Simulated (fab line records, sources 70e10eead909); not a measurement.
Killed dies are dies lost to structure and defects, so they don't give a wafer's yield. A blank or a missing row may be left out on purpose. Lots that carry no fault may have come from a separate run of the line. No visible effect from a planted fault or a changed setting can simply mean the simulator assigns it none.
fab line records	flow nand-harc
record lots=15	wafers=42	last-day=34
route steps=1302 shown A_STAIRCASE@809
lots that met no fault: from a run of the same line without faults
start-h: hours from the record's opening day to when the first of the lot's shown wafers began	wait-h: hours elapsed since this lot's preceding step	" as in the row above	L1.1+2: a single row standing in for several wafers	- no value, or no start given	* or withheld: withheld	< > ~ a bound
route shown NAME@n: NAME is a module with steps in the file, n the number in the route of the first one	usual: mean/standard deviation of fault-free wafers	same: alike in all rows	chamber/n: place in a boat	sites: per-site readings	_std_site: standard deviation across them	_edge_site: outer sites' mean less inner sites'	radius-mm: for every site, how far away it sits from the centre of the wafer	mask NAME#n: copy n	behind: the last tool/chamber to shape the wafer	hold: reason for holding the lot/hours on hold/outcome of the hold	device: names the non-switching transistor (n, p or np)	end of line: the tests these same wafers got at the end of their route	a step given without rows: its recipe and nothing more	killed: the dies lost at the first sort to structure and to defects; this is not the yield of the wafer	map: per-die view of a wafer (x killed, . not killed, _ where there is no die)
set.NAME: the run value of the setting; set.NAME@STEP: its run value at that earlier step	model.NAME: the simulator's own value behind a step, which no gauge read
steps of the route over a sample of lots; a table a step, a row a wafer
services: when a tool's chamber went out of use (start-h, in hours from the record's first day, below 0 if earlier), for how many hours, and the reason
## steps
# step NHARC_A_STAIRCASE_HM_OPEN_460
# recipe o2-flow-sccm=400	cos-flow-sccm=20	ar-flow-sccm=0	rf-w=500	bias-w=300	chemistry=O2/COS
# usual cos-flow-sccm=19.99/0.063	drypump-motor-current-A=5.5/0.33	oes-product-au=0.998/0.0073	rf-vpp-V=466/3.1	showerhead-plenum-p-Torr=3.08/0.14	throttle-valve-pct=28.330/0.0085
lot.wafer	tool	chamber	start-h	wait-h	cos-flow-sccm	drypump-motor-current-A	oes-product-au	rf-hours-counter-h	rf-vpp-V	showerhead-plenum-p-Torr	throttle-valve-pct
L831.2	rie-diel-12	0	-	-	20.00	5.5	1.003	41	467	3.10	28.339
L831.4	"	0	"	"	19.90	5.5	1.007	-	466	3.10	28.329
L831.6	"	1	"	"	19.89	5.7	0.997	-	470	3.21	28.335
L833.4	rie-diel-08	0	-	-	19.95	5.6	0.994	13	466	3.02	28.344
L833.1	"	2	"	"	19.90	6.1	0.997	8	463	2.91	28.323
L833.3	"	3	"	"	20.16	5.4	0.992	12	463	2.94	28.345
L834.4	rie-diel-03	2	-	-	19.94	5.5	0.999	39	466	3.07	28.334
L834.1	"	3	"	"	20.01	5.6	1.005	36	465	3.04	28.332
L834.2	"	1	"	"	19.94	5.3	0.989	36	473	3.35	28.328
L836.2	rie-diel-12	0	-	-	20.04	5.5	1.002	52	465	3.09	28.319
L836.1	"	3	"	"	19.95	5.5	1.001	33	466	3.05	28.337
L836.6	"	1	"	"	19.95	5.7	0.999	-	470	3.21	28.315
L837.1	rie-diel-12	0	-	-	19.92	5.5	1.002	57	466	3.09	28.330
L837.4	"	1	"	"	20.00	5.7	1.000	53	469	3.20	28.325
L837.6	"	2	"	"	20.05	5.2	0.996	-	465	3.05	28.332
L838.4	rie-diel-03	0	-	-	19.99	5.0	0.999	50	468	3.20	28.322
L838.2	"	2	"	"	19.90	5.5	0.994	54	467	3.06	28.326
L838.6	"	1	"	"	19.97	5.3	0.988	-	472	3.35	28.315
L843.1	rie-diel-03	2	-	-	20.00	5.5	1.000	11	465	3.05	28.331
L843.2	"	3	"	"	19.93	5.5	1.004	13	465	3.03	28.327
L845.2	rie-diel-03	0	-	-	19.99	5.0	1.004	14	470	3.19	28.314
L845.6	"	1	"	"	19.97	5.3	0.998	-	471	3.34	28.320
L846.1	rie-diel-08	1	-	-	20.05	6.3	1.003	56	461	2.90	28.318
L846.6	"	1	"	"	20.06	6.2	1.010	-	464	2.90	28.325
L847.1	rie-diel-08	2	-	-	20.07	6.1	1.003	53	461	2.89	28.331
L847.3	"	3	"	"	20.02	5.4	0.999	54	463	2.92	28.339
L847.6	"	1	"	"	20.06	6.3	1.004	-	463	2.89	28.318
L850.1	rie-diel-03	3	-	-	19.95	5.5	0.992	34	466	3.02	28.323
L850.4	"	1	"	"	19.93	5.3	1.007	30	473	3.33	28.341
L850.3	"	2	"	"	19.93	5.6	0.997	30	465	3.04	28.329
L851.3	rie-diel-08	0	-	-	20.06	5.7	1.000	9	464	3.00	28.333
L851.6	"	3	"	"	19.97	5.4	0.988	-	464	2.92	28.319
L851.5	"	0	"	"	20.03	5.6	0.995	-	464	3.00	28.322
L853.2	rie-diel-03	0	-	-	19.96	5.0	1.010	41	468	3.18	28.336
L853.4	"	2	"	"	19.95	5.6	1.002	36	466	3.04	28.325
L853.6	"	1	"	"	20.05	5.3	1.009	-	472	3.33	28.345
L852.2	rie-diel-12	2	-	-	20.05	5.2	0.995	52	466	3.02	28.314
L852.3	"	3	"	"	19.98	5.5	0.999	50	465	3.02	28.330
L852.1	"	0	"	"	19.97	5.5	1.000	55	465	3.06	28.328
L854.4	rie-diel-12	2	-	-	19.92	5.2	0.986	54	465	3.02	28.336
L854.6	"	2	"	"	19.95	5.2	0.989	-	464	3.02	28.345
L854.5	"	3	"	"	20.03	5.5	0.996	-	464	3.02	28.315
# step NHARC_A_STAIRCASE_ETCH_294
# recipe target-depth-a=49890	time-s=1211.6	ion-energy-ev=800	c4f8-flow-sccm=80	o2-flow-sccm=60	ar-flow-sccm=withheld	rf-w=600	bias-w=3000	chemistry=C4F8/O2/Ar
# usual oes-product-au=0.932/0.0085	rf-vpp-V=1823/11
lot.wafer	tool	chamber	start-h	wait-h	oes-product-au	rf-hours-counter-h	rf-vpp-V
L831.2	rie-diel-12	1	-	-	0.924	37	1834
L831.6	"	0	"	"	0.928	-	1825
L831.4	"	1	"	"	0.936	-	1835
L833.4	rie-diel-08	2	-	-	0.924	9	1808
L833.1	"	3	"	"	0.925	12	1811
L833.3	"	0	"	"	0.929	13	1820
L834.4	rie-diel-03	2	-	-	0.928	40	1822
L834.2	"	3	"	"	0.918	36	1820
L834.1	"	1	"	"	0.918	37	1845
L836.1	rie-diel-12	0	-	-	0.933	52	1824
L836.2	"	2	"	"	0.934	43	1820
L836.6	"	3	"	"	0.944	-	1821
L837.1	rie-diel-12	3	-	-	0.930	38	1820
L837.4	"	2	"	"	0.944	48	1819
L837.6	"	0	"	"	0.929	-	1825
L838.4	rie-diel-03	2	-	-	0.934	54	1822
L838.2	"	1	"	"	0.924	49	1845
L838.6	"	2	"	"	0.937	-	1823
L843.2	rie-diel-03	1	-	-	0.929	11	1845
L843.1	"	3	"	"	0.935	14	1819
L845.2	rie-diel-03	0	-	-	0.933	14	1834
L845.6	"	1	"	"	0.935	-	1844
L846.1	rie-diel-08	0	-	-	0.930	50	1816
L846.6	"	1	"	"	0.936	-	1809
L847.1	rie-diel-08	0	-	-	0.925	56	1816
L847.3	"	1	"	"	0.921	61	1807
L847.6	"	0	"	"	0.923	-	1817
L850.4	rie-diel-03	3	-	-	0.932	34	1819
L850.1	"	0	"	"	0.935	35	1831
L850.3	"	1	"	"	0.939	30	1845
L851.3	rie-diel-08	3	-	-	0.925	9	1811
L851.6	"	2	"	"	0.947	-	1847
L851.5	"	3	"	"	0.922	-	1810
L853.4	rie-diel-03	2	-	-	0.949	37	1821
L853.2	"	3	"	"	0.928	41	1819
L853.6	"	0	"	"	0.935	-	1832
L852.3	rie-diel-12	1	-	-	0.948	53	1831
L852.1	"	3	"	"	0.917	50	1818
L852.2	"	0	"	"	0.937	55	1821
L854.4	rie-diel-12	3	-	-	0.925	53	1818
L854.6	"	1	"	"	0.945	-	1832
L854.5	"	2	"	"	0.931	-	1818
# step NHARC_A_STAIRCASE_ALD_415
# recipe target-thk-a=300	pulse-time-s=6	ald-cycles=300	temp-c=300	material=SiO2
# usual ald-cycles=300/0	heater-power-w=473/62	precursor-pulse-height-rel=0.999/0.019
lot.wafer	tool	chamber	start-h	wait-h	ald-cycles	heater-power-w	precursor-pulse-height-rel
L831.4	ald-hk-01	3	401.81	0.5	300	358	1.031
L831.2	"	0	"	"	300	497	0.980
L831.6	"	2	"	"	300	449	1.014
L833.1	ald-hk-04	3	411.05	0.3	300	473	1.025
L833.3	"	0	"	"	300	635	0.995
L833.4	"	1	"	"	300	480	0.980
L834.4	ald-hk-03	0	413.63	0.1	300	443	1.023
L834.2	"	1	"	"	300	471	1.007
L834.1	"	3	"	"	300	516	0.981
L836.2	ald-hk-04	0	430.12	0.5	300	643	1.012
L836.1	"	1	"	"	300	494	0.990
L836.6	"	2	"	"	300	408	0.978
L837.4	ald-hk-01	1	453.84	0.1	300	442	1.002
L837.1	"	3	"	"	300	362	0.983
L837.6	"	2	"	"	300	453	0.983
L838.4	ald-hk-03	0	460.55	0.5	300	440	1.030
L838.2	"	1	"	"	300	480	1.008
L838.6	"	2	"	"	300	544	0.990
L843.2	ald-hk-04	3	520.27	0.1	300	480	0.986
L843.1	"	1	"	"	322	484	0.997
L845.2	ald-hk-04	0	523.16	0.3	300	621	0.958
L845.6	"	3	"	"	322	484	0.995
L846.1	ald-hk-04	2	537.69	0.9	322	415	0.996
L846.6	"	0	"	"	322	591	0.949
L847.3	ald-hk-01	0	557.59	0.5	300	458	0.986
L847.1	"	1	"	"	300	456	1.018
L847.6	"	2	"	"	300	406	1.039
L850.4	ald-hk-01	1	584.77	1.2	300	461	1.003
L850.3	"	3	"	"	300	391	1.021
L850.1	"	0	"	"	300	470	0.994
L851.3	ald-hk-01	0	587.01	0.9	300	459	0.991
L851.6	"	1	"	"	300	460	1.010
L851.5	"	2	"	"	300	414	0.945
L853.4	ald-hk-04	3	604.22	0.8	300	476	1.004
L853.2	"	0	"	"	300	614	1.005
L853.6	"	3	"	"	300	482	0.963
L852.1	ald-hk-01	3	619.09	0.5	300	386	0.985
L852.3	"	0	"	"	300	482	1.002
L852.2	"	1	"	"	300	464	0.988
L854.4	ald-hk-03	3	636.14	0.8	300	476	0.971
L854.6	"	0	"	"	300	435	1.003
L854.5	"	1	"	"	300	486	0.993
# step NHARC_A_STAIRCASE_DEP_417
# recipe target-thk-a=600	step-coverage-pct=20	temp-c=400	target-thk-nm=60	flow-sccm=200	rf-w=450	material=Si3N4
# usual heater-power-w=707/76
lot.wafer	tool	chamber	start-h	wait-h	heater-power-w
L831.2	pecvd-04	2	403.63	-	683
L831.4	"	0	"	"	647
L831.6	"	1	"	"	708
L833.1	pecvd-04	2	413.17	-	838
L833.3	"	1	"	"	622
L833.4	"	2	"	"	819
L834.2	pecvd-03	1	415.86	-	728
L834.1	"	2	"	"	692
L834.4	"	1	"	"	770
L836.1	pecvd-03	2	432.76	-	716
L836.2	"	1	"	"	742
L836.6	"	2	"	"	734
L837.1	pecvd-02	0	456.24	-	629
L837.6	"	1	"	"	762
L837.4	"	2	"	"	552
L838.2	pecvd-02	0	462.45	-	735
L838.4	"	2	"	"	638
L838.6	"	0	"	"	737
L843.1	pecvd-03	1	522.52	-	695
L843.2	"	2	"	"	740
L845.2	pecvd-04	2	525.19	-	778
L845.6	"	1	"	"	606
L846.1	pecvd-02	0	539.88	-	754
L846.6	"	2	"	"	623
L847.3	pecvd-04	1	559.39	-	564
L847.1	"	0	"	"	676
L847.6	"	2	"	"	722
L850.3	pecvd-02	0	587.12	-	743
L850.1	"	1	"	"	723
L850.4	"	0	"	"	776
L851.3	pecvd-04	0	588.68	-	703
L851.5	"	2	"	"	696
L851.6	"	0	"	"	707
L853.2	pecvd-03	0	606.54	-	967
L853.6	"	0	"	"	975
L853.4	"	1	"	"	703
L852.2	pecvd-04	2	622.29	-	772
L852.3	"	0	"	"	695
L852.1	"	1	"	"	647
L854.4	pecvd-02	1	637.87	-	666
L854.5	"	2	"	"	527
L854.6	"	0	"	"	784
## services
tool	chamber	start-h	hours	kind
rie-diel-12	2	368.15	21.2	repair
rie-diel-08	-	372.77	9.0	pm
rie-diel-12	3	379.35	36.3	repair
pecvd-04	-	391.52	3.1	repair
rie-diel-03	3	392.85	3.4	repair
rie-diel-03	1	431.56	12.7	repair
rie-diel-12	-	447.14	9.0	pm
pecvd-04	-	450.26	13.0	pm
rie-diel-03	-	458.81	9.0	pm
rie-diel-08	-	465.88	0.2	repair
ald-hk-01	-	475.38	10.0	pm
pecvd-04	1	492.40	15.6	repair
rie-diel-03	-	497.64	0.5	repair
rie-diel-08	2	499.32	11.7	repair
ald-hk-04	-	516.27	3.4	repair
pecvd-04	-	518.75	1.7	repair
ald-hk-04	-	539.85	1.4	repair
rie-diel-03	-	541.18	0.5	repair
rie-diel-08	-	549.77	9.0	pm
ald-hk-04	-	580.86	1.0	repair
rie-diel-12	3	581.95	8.1	repair
rie-diel-12	-	626.06	9.0	pm
pecvd-04	-	631.28	13.0	pm
rie-diel-03	-	635.94	9.0	pm
## key
first-sign step=NHARC_A_STAIRCASE_ALD_415	reading=ald-cycles	direction=up	sigmas=99+	usual=300	struck=322
effect none on later readings
met-at NHARC_A_STAIRCASE_ALD_415
struck-lots L843,L845,L846
struck-wafers L843.1,L845.6,L846.1,L846.6
sort-left-out L843.1,L845.6,L846.1,L846.6
tester-left-out L843,L845,L846
not-acting-at NHARC_A_STAIRCASE_HM_OPEN_460,NHARC_A_STAIRCASE_ETCH_294,NHARC_A_STAIRCASE_DEP_417
onset-between 430.12 520.27
fault kind=process-parameter-drift	tool=ald-hk-04	chamber=-	onset-h=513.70	steps=NHARC_A_STAIRCASE_ALD_415	channel=ald-cycles	offset=22	shape=step	end-h=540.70	scope=struck-wafers-only	acts-in=these-recipes-only	stated=300
# tester-left-out: of these lots the tester's yield and bins aren't shown, on N5 and GAA mostly nor the transistor test; their killed dies are dies lost to structure and defects alone, not to doping, threshold or leakage, so they don't give the yield
# sort-left-out: the simulated sort isn't trusted on such a fault, so these wafers' sort isn't shown, and their yield isn't known
